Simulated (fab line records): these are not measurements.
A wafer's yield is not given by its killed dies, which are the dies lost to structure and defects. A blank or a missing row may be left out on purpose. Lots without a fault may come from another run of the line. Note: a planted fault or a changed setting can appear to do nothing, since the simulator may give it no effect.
Struck lot and sound lot, side by side	flow n5Finfet	15 steps out of a route of 1938
Sound: the wafers L532.1, L532.2, L532.3. Struck: wafer L543.4 (L543.2, L543.3, from the same lot, were not struck and are left out); the cause is given at the end.
Order at every step that has rows: each side's tool, ch and its chambers, its first start. Under that, the readings that differ: sound wafers	struck wafers	difference of the means	sigmas: that difference in standard deviations of wafers without a fault.
alike: readings whose means differ by less than 2 such deviations, and words and numbers that are the same on both sides. not compared: withheld readings, readings that some wafer has no value for, bounds like >300 that may hide the same value, and numbers for which the record gives no deviation and whose values overlap.
A row with sigmas, a row that says differs or no value, or rows on one side alone: a step with any of these is where the two part. Numbers that have no deviation but don't overlap get no sigmas and don't part them. A reading that every wafer of one side lacks parts them only if that side has two wafers or more.

first, 2 steps without rows for these wafers: N5_BEOL_M10_PEB_26 (peb time 60 s); N5_BEOL_M10_DEVELOP_27 (develop time 30 s).
N5_BEOL_M10_CD_MEAS_28 targets a cd of 70 nm.
  sound on cdSem-03 ch 0, day 10 13:13; struck on cdSem-01 ch 0, day 14 02:32
  alike: cdNm
N5_BEOL_M10_OVL_MEAS_29:
  sound on overlay-01 ch 0, day 10 13:15; struck on overlay-02 ch 0, day 14 02:34
  alike: V9_OVL
N5_BEOL_M10_INSPECT_30: inspects for defects (brightfield).
  sound: defectInspect-01 at day 10 13:16; struck: defectInspect-02 at day 14 02:35
reading	sound	struck	difference	sigmas
rawDefectCount	734 1013 819	371	-484	-4
N5_BEOL_M10_DESCUM_33: chemistry O2, time 7.9 s.
  sound on rieDiel-03 ch 0,1,3, day 10 13:30; struck on rieDiel-03 ch 0, day 14 02:37
  alike: drypumpMotorCurrentA, o2FlowSccm, oesProductAu, rfFwdPowerW, rfVppV, showerheadPlenumPTorr, throttleValvePct
  not compared: rfHoursCounterH
N5_BEOL_M10_ETCH_65: etches SiARC in CF4, target depth 39 nm, time 65 s.
  sound on rieDiel-03 ch 0,1,3, day 10 13:32; struck on rieDiel-03 ch 0, day 14 02:40
  alike: biasW, drypumpMotorCurrentA, etchRfOnTimeS, mfcArSccm, oesProductAu, rfFwdPowerW, rfVppV, showerheadPlenumPTorr, throttleValvePct
  not compared: rfHoursCounterH
N5_BEOL_M10_ETCH_66: etches SOC in N2/H2, target depth 120 nm, overetch 24 nm, time 180 s.
  sound on rieDiel-03 ch 0,1,3, day 10 13:35; struck on rieDiel-03 ch 0, day 14 02:43
  alike: biasW, drypumpMotorCurrentA, oesProductAu, rfFwdPowerW, rfVppV, showerheadPlenumPTorr, throttleValvePct
  not compared: rfHoursCounterH
then, 3 steps without rows for these wafers: N5_BEOL_M10_STRIP_69 (strips in N2/H2); N5_BEOL_M10_VIA_ETCH_34 (etches SiCOH lowk in C4F6/O2, target depth 184.5 nm, time 69.2 s); N5_BEOL_M10_STRIP_73 (strips in C4F6/O2).
N5_BEOL_M10_STRIP_36: strips in N2/H2.
  sound on rieDiel-03 ch 0,1,3, day 10 13:46; struck on rieDiel-03 ch 0, day 14 02:53
  alike: drypumpMotorCurrentA, oesProductAu, rfVppV, showerheadPlenumPTorr, throttleValvePct
  not compared: rfHoursCounterH
N5_BEOL_M10_TRENCH_ETCH_37: etches SiCOH lowk in C4F6/O2, target depth 148.83 nm, time 48 s.
  sound on rieDiel-03 ch 0,1,3, day 10 13:49; struck on rieDiel-03 ch 0, day 14 02:56
reading	sound	struck	difference	sigmas
biasW (W)	185.0 184.6 185.6	168.0	-17.1	-30
rfVppV (V)	641 697 674	594	-77	-4
  alike: drypumpMotorCurrentA, mfcArSccm, oesProductAu, rfFwdPowerW, showerheadPlenumPTorr, throttleValvePct
  not compared: rfHoursCounterH
N5_BEOL_M10_ETCH_41: etches SiCN in CH3F/O2, target depth 42.6 nm, time 86 s.
  sound on rieDiel-03 ch 0,1,3; struck on rieDiel-03 ch 0
  alike: biasW, drypumpMotorCurrentA, mfcArSccm, oesProductAu, rfFwdPowerW, rfVppV, showerheadPlenumPTorr, throttleValvePct
  not compared: rfHoursCounterH
then, 1 step without rows for these wafers: N5_PASSIVATION_PROBE_49.

WHERE THEY PART
At N5_BEOL_M10_INSPECT_30 first; at N5_BEOL_M10_TRENCH_ETCH_37 last (within this record only). Later steps at which nothing parts them and some readings are alike: N5_BEOL_M10_ETCH_41.

WHY: what had been put in by the simulator
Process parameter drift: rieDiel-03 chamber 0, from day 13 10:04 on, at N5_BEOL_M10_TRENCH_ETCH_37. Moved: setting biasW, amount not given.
